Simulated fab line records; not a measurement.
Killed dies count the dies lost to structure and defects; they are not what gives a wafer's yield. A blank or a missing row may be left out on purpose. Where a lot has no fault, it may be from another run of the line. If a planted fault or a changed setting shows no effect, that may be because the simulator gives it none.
Which tool is to blame? :: flow n5_finfet :: 24 wafers from 9 lots sampled at 4 of the route's 1938 steps

## WHAT THE GAUGES READ, wafer by wafer
N5_MOL_CONTACT_COAG_THK_MEAS_29.
lot: L887
measured: day 5 14:21
on: film_metro-01
MD_CAP_THK (nm): 17.91 17.80 17.66

lot: L896
measured: day 7 21:59
on: film_metro-01
MD_CAP_THK (nm): 16.36 16.15

lot: L898
measured: day 8 09:21
on: film_metro-01
MD_CAP_THK (nm): 16.39 18.10

lot: L899
measured: day 8 14:11
on: film_metro-01
MD_CAP_THK (nm): 16.31 16.31

lot: L900
measured: day 8 21:02
on: film_metro-01
MD_CAP_THK (nm): 18.06 18.15 18.05

lot: L902
measured: day 9 06:12
on: film_metro-02
MD_CAP_THK (nm): 17.78 17.85 17.85

lot: L903
measured: day 9 16:32
on: film_metro-02
MD_CAP_THK (nm): 17.88 17.91 17.86

lot: L905
measured: day 10 05:46
on: film_metro-01
MD_CAP_THK (nm): 17.90 17.87 17.91

lot: L907
measured: day 10 14:37
on: film_metro-02
MD_CAP_THK (nm): 17.75 17.77 17.82

## WHAT TOOL EACH LOT RAN ON (gives the tool, then ch and the chambers of the sampled wafers, and finally the start)
lot: L887
N5_GATE_CUT_CMP_23: cmp-04 ch 0,3, day 5 03:46
N5_GATE_CUT_CMP_43: cmp-04 ch 1,2,3, day 5 04:14
N5_MOL_CONTACT_COAG_CMP_23: cmp-02 ch 0,1,2, day 5 10:08

lot: L896
N5_GATE_CUT_CMP_23: cmp-04 ch 1,2, day 7 11:31
N5_GATE_CUT_CMP_43: cmp-04 ch 0,2, day 7 12:11
N5_MOL_CONTACT_COAG_CMP_23: cmp-01 ch 0,3, day 7 19:18

lot: L898
N5_GATE_CUT_CMP_23: cmp-04 ch 2, day 7 22:22
N5_GATE_CUT_CMP_43: cmp-01 ch 0,1, day 7 22:52
N5_MOL_CONTACT_COAG_CMP_23: cmp-01 ch 1,2, day 8 06:14

lot: L899
N5_GATE_CUT_CMP_23: cmp-03 ch 1,2, day 8 03:55
N5_GATE_CUT_CMP_43: cmp-01 ch 0,3, day 8 04:20
N5_MOL_CONTACT_COAG_CMP_23: cmp-01 ch 1,2, day 8 11:30

lot: L900
N5_GATE_CUT_CMP_23: cmp-04 ch 0,3, day 8 11:58
N5_GATE_CUT_CMP_43: cmp-01 ch 1,2, day 8 12:16
N5_MOL_CONTACT_COAG_CMP_23: cmp-04 ch 1,2,3, day 8 18:10

lot: L902
N5_GATE_CUT_CMP_23: cmp-04 ch 0,1,2, day 8 20:19
N5_GATE_CUT_CMP_43: cmp-03 ch 0,1,2, day 8 20:41
N5_MOL_CONTACT_COAG_CMP_23: cmp-04 ch 2,3, day 9 03:34

lot: L903
N5_GATE_CUT_CMP_23: cmp-04 ch 1,2,3, day 9 03:50
N5_GATE_CUT_CMP_43: cmp-03 ch 0,1,2, day 9 04:12
N5_MOL_CONTACT_COAG_CMP_23: cmp-04 ch 1,2,3, day 9 13:46

lot: L905
N5_GATE_CUT_CMP_23: cmp-04 ch 0,1,2, day 9 19:04
N5_GATE_CUT_CMP_43: cmp-01 ch 0,2,3, day 9 19:20
N5_MOL_CONTACT_COAG_CMP_23: cmp-02 ch 0,1,3, day 10 02:43

lot: L907
N5_GATE_CUT_CMP_23: cmp-03 ch 1,2,3, day 10 04:28
N5_GATE_CUT_CMP_43: cmp-01 ch 0,1,3, day 10 04:48
N5_MOL_CONTACT_COAG_CMP_23: cmp-04 ch 1,2, day 10 11:23
- N5_GATE_CUT_CMP_23: polishes, stops on SiO2, t overpolish 23.4 s, target thk 16 nm.
- N5_GATE_CUT_CMP_43: polishes SiO2.
- N5_MOL_CONTACT_COAG_CMP_23: polishes, stops on SiO2, t overpolish 1.5 s, target thk 0 nm.

## THE ANSWER, worked out from the rows above alone
Rule: what is usual is taken from the lots themselves. The widest of any qualifying gaps counts: lots, ordered by their means at a reading, are off when they make up no more than a third of the lots, leave a main group of 4 or more, and stand apart from it by 3 or more times the standard deviation of that group's means. A main group whose means are all the same, to the digits that the tables above print for the reading, isn't used. A lot without any number at a reading at which 4 lots or more have one is off too. All remaining lots with rows at the step are treated as sound.
Off: L896, L898, L899, at N5_MOL_CONTACT_COAG_THK_MEAS_29 (MD_CAP_THK). The main group has a mean of 17.88 nm with a standard deviation of 0.1.
If a tool, at a process step before that reading, ran all the lots that are off and no sound lot after the first of them, it fits. Those tools and the gauges at N5_MOL_CONTACT_COAG_THK_MEAS_29 are tried in the same way. One fits: cmp-01 at N5_MOL_CONTACT_COAG_CMP_23. It ran no sound lot before its first lot that is off in this sample, so the start can't be narrowed down.

## WHAT HAD BEEN PUT IN BY THE SIMULATOR
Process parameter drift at N5_MOL_CONTACT_COAG_CMP_23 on cmp-01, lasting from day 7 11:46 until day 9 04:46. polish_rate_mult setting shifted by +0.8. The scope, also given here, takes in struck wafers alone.
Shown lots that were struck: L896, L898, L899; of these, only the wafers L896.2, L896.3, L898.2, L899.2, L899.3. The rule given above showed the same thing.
